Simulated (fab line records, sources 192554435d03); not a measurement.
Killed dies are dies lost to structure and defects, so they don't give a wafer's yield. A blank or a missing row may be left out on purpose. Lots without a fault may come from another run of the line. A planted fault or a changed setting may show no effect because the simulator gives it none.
A struck lot beside a sound one | flow n5_finfet | 20 steps out of a route of 1938
Sound: wafers L797.2, L797.3, L797.6. Struck: wafers L795.2, L795.3, L795.4. The cause comes at the end.
At each step with rows: each side's tool, then ch and its chambers, then its first start. Under that, the readings that differ: sound wafers | struck wafers | difference of the means | sigmas: that difference in standard deviations of wafers without a fault.
alike: readings whose means differ by less than 2 such deviations, and words and numbers that are the same on both sides. not compared: withheld readings, readings that some wafer has no value for, bounds like >300 that may hide the same value, and numbers for which the record gives no deviation and whose values overlap.
The two part at a step that has a row with sigmas, a row that says differs or no value, or rows on one side only. Numbers that don't overlap but have no deviation are shown without sigmas and don't part them. A reading that every wafer of one side lacks parts them only if that side has two wafers or more.

first, 6 steps without rows for these wafers: N5_BEOL_M0_SAQP_COAT_34 (resist thk 30 nm); N5_BEOL_M0_SAQP_EBR_36; N5_BEOL_M0_SAQP_SOFTBAKE_35 (time 60 s); N5_BEOL_M0_SAQP_EXPOSE_37 (exposes mask M0 CUT1, target cd 30 nm); N5_BEOL_M0_SAQP_PEB_38 (peb time 60 s); N5_BEOL_M0_SAQP_DEVELOP_39 (develop time 30 s).
N5_BEOL_M0_SAQP_CD_MEAS_40: target cd 30 nm.
  sound on cd_sem-03 ch 0, day 9 16:37; struck on cd_sem-01 ch 0, day 9 06:34
  alike: cd_nm
N5_BEOL_M0_SAQP_OVL_MEAS_41:
  sound on overlay-01 ch 0, day 9 16:39; struck on overlay-01 ch 0, day 9 06:35
  alike: M0_CUT1_OVL
N5_BEOL_M0_SAQP_INSPECT_42: inspects for defects (brightfield).
  sound on defect_inspect-01, day 9 16:43; struck on defect_inspect-01, day 9 06:39
  alike: raw_defect_count
N5_BEOL_M0_SAQP_DESCUM_45: chemistry O2, time 7 s.
  sound on rie_diel-04 ch 1,2, day 9 16:44; struck on rie_diel-05 ch 0,1,3, day 9 07:05
  alike: drypump_motor_current_A, o2_flow_sccm, oes_product_au, rf_vpp_V, showerhead_plenum_p_Torr, throttle_valve_pct
  not compared: rf_hours_counter_h
N5_BEOL_M0_SAQP_ETCH_88: etches underlayer in N2/H2, target depth 6.5 nm, time 5.2 s.
  sound on rie_diel-04 ch 1,2, day 9 16:47; struck on rie_diel-05 ch 0,1,3, day 9 07:07
  alike: drypump_motor_current_A, etch_rf_on_time_s, oes_product_au, rf_vpp_V, showerhead_plenum_p_Torr, throttle_valve_pct
  not compared: rf_hours_counter_h
N5_BEOL_M0_SAQP_ETCH_73: etches SiARC in CF4, target depth 19.5 nm, time 32.5 s.
  sound on rie_diel-04 ch 1,2, day 9 16:47; struck on rie_diel-05 ch 0,1,3, day 9 07:08
  alike: drypump_motor_current_A, etch_rf_on_time_s, oes_product_au, rf_vpp_V, showerhead_plenum_p_Torr, throttle_valve_pct
  not compared: rf_hours_counter_h
N5_BEOL_M0_SAQP_CUT_ETCH_46: etches SOC in N2/H2, target depth 135 nm, overetch 27 nm, time 202.5 s.
  sound on rie_diel-04 ch 1,2, day 9 16:50; struck on rie_diel-05 ch 0,1,3, day 9 07:10
  reading                                         | sound     | struck    | difference | sigmas
  model.SiARC_of_BEOL_M0_SAQP_COAT_72.thk_nm (nm) | 4.6 5 4.8 | 6.4 6 6.4 | +1.5       |
  alike: drypump_motor_current_A, rf_vpp_V, showerhead_plenum_p_Torr, throttle_valve_pct
  not compared: rf_hours_counter_h, model.BEOL_M0_SAQP.cd_nm
then, 2 steps without rows for these wafers: N5_BEOL_M0_SAQP_STRIP_74 (strips in N2/H2); N5_BEOL_M0_SAQP_STRIP_89 (strips in N2/H2).
N5_BEOL_M0_SAQP_ALD_48: deposits SiO2, target thk 20 nm, pulse time 1 s, co reactant pulse time 1 s.
  sound on ald_sin-03 ch 1,2, day 9 17:02; struck on ald_sin-03 ch 0,1,2, day 9 07:24
  alike: heater_power_w, precursor_pulse_height_rel
N5_BEOL_M0_SAQP_ETCH_49: etches SiO2 in CF4/O2, target depth 37 nm.
  sound on rie_diel-03 ch 2,3, day 9 17:35; struck on rie_diel-03 ch 1,2,3, day 9 08:09
  alike: O2_flow_sccm, drypump_motor_current_A, oes_product_au, rf_vpp_V, showerhead_plenum_p_Torr, throttle_valve_pct
  not compared: rf_hours_counter_h, model.BEOL_M0_SAQP.cd_nm
N5_BEOL_M0_SAQP_STRIP_75: strips in CF4.
  sound on rie_diel-03 ch 2,3, day 9 17:41; struck on rie_diel-03 ch 1,2,3, day 9 08:15
  alike: drypump_motor_current_A, oes_product_au, rf_vpp_V, showerhead_plenum_p_Torr, throttle_valve_pct
  not compared: rf_hours_counter_h
-- the record jumps here: 2 days lie between the struck wafers' starts before and after (it left off in module BEOL_M0_SAQP and takes up again in module BEOL_M4, whose first step shown is number 1111 of the route) --
N5_BEOL_M4_RC_MEAS_101:
  sound on prober-02 ch 0, day 12 03:19; struck on prober-02 ch 0, day 11 15:04
  alike: DIBL_N, DIBL_P, IOFF_N, IOFF_P, ION_N, ION_P, SS_N, SS_P, VT_N, VT_P
-- the record jumps here: 4 days lie between the struck wafers' starts before and after (it left off in module BEOL_M4 and takes up again in module PASSIVATION, whose first step shown is number 1936 of the route) --
N5_PASSIVATION_PROBE_49:
  the record has rows for the struck wafers here (prober-02, day 15 23:05) and none for the sound ones

WHERE THEY PART
Only at N5_PASSIVATION_PROBE_49, within this record.

WHY: what the simulator had put in
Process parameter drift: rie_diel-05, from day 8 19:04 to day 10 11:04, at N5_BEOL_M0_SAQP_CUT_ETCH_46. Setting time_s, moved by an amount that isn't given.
